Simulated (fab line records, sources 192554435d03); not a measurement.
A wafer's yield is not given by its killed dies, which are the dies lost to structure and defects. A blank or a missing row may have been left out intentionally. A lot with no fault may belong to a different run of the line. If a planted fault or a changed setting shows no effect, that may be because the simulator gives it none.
Chamber matching + flow n5 finfet + N5_BEOL_M5_DEP_56 on pecvd-03 has 3 sister chambers
The step deposits SiCN from 3MS/NH3, target thk 8 nm, time 14 s. 6 wafers are shown with their chamber, then 10 later ones without.

WAFERS WITH THEIR CHAMBER
| wafer  | chamber | showerhead plenum p Torr (Torr) | throttle valve pct (%) |
|--------|---------|---------------------------------|------------------------|
| L091.4 | 2       | 3.649                           | 9.1                    |
| L094.1 | 0       | 3.692                           | 8.8                    |
| L094.2 | 1       | 3.664                           | 8.9                    |
| L094.3 | 2       | 3.655                           | 9.0                    |
| L094.4 | 1       | 3.672                           | 8.6                    |
| L094.5 | 0       | 3.686                           | 8.9                    |

WAFERS MISSING THEIR CHAMBER
| wafer  | showerhead plenum p Torr (Torr) | throttle valve pct (%) |
|--------|---------------------------------|------------------------|
| L094.6 | 3.656                           | 9.1                    |
| L097.1 | 3.655                           | 9.1                    |
| L097.2 | 3.689                           | 8.8                    |
| L097.3 | 3.670                           | 9.0                    |
| L097.4 | 3.655                           | 9.2                    |
| L097.5 | 3.681                           | 8.6                    |
| L097.6 | 3.662                           | 9.2                    |
| L096.1 | 3.691                           | 8.6                    |
| L096.3 | 3.647                           | 9.2                    |
| L096.5 | 3.685                           | 8.9                    |

THE CHAMBER EACH PASSED THROUGH
| wafer  | from the rows above     | in truth |
|--------|-------------------------|----------|
| L094.6 | 2                       | 2        |
| L097.1 | 2                       | 2        |
| L097.2 | 0                       | 0        |
| L097.3 | can't be placed: 1 or 2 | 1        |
| L097.4 | 2                       | 2        |
| L097.5 | can't be placed: 0 or 1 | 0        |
| L097.6 | can't be placed: 2 or 1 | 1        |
| L096.1 | 0                       | 0        |
| L096.3 | 2                       | 2        |
| L096.5 | 0                       | 0        |
Placed correctly: 7 of 10. Cannot be placed on the basis of these rows: 3; the candidates contain the true chamber in 3. Placed wrongly: 0.
How it was worked out, from the rows above alone: a wafer's distance from a chamber is the root of the sum, over the readings, of the square of ((its reading less the chamber's mean) divided by the reading's scatter). If the next closest chamber is less than 2 further off than the closest, the wafer can't be placed; otherwise it belongs to the closest. The mean given for a chamber averages the wafers shown for that chamber. The scatter: the root of (the sum of the squares of (reading less its chamber's mean) over the shown wafers, divided by (wafers less chambers)).
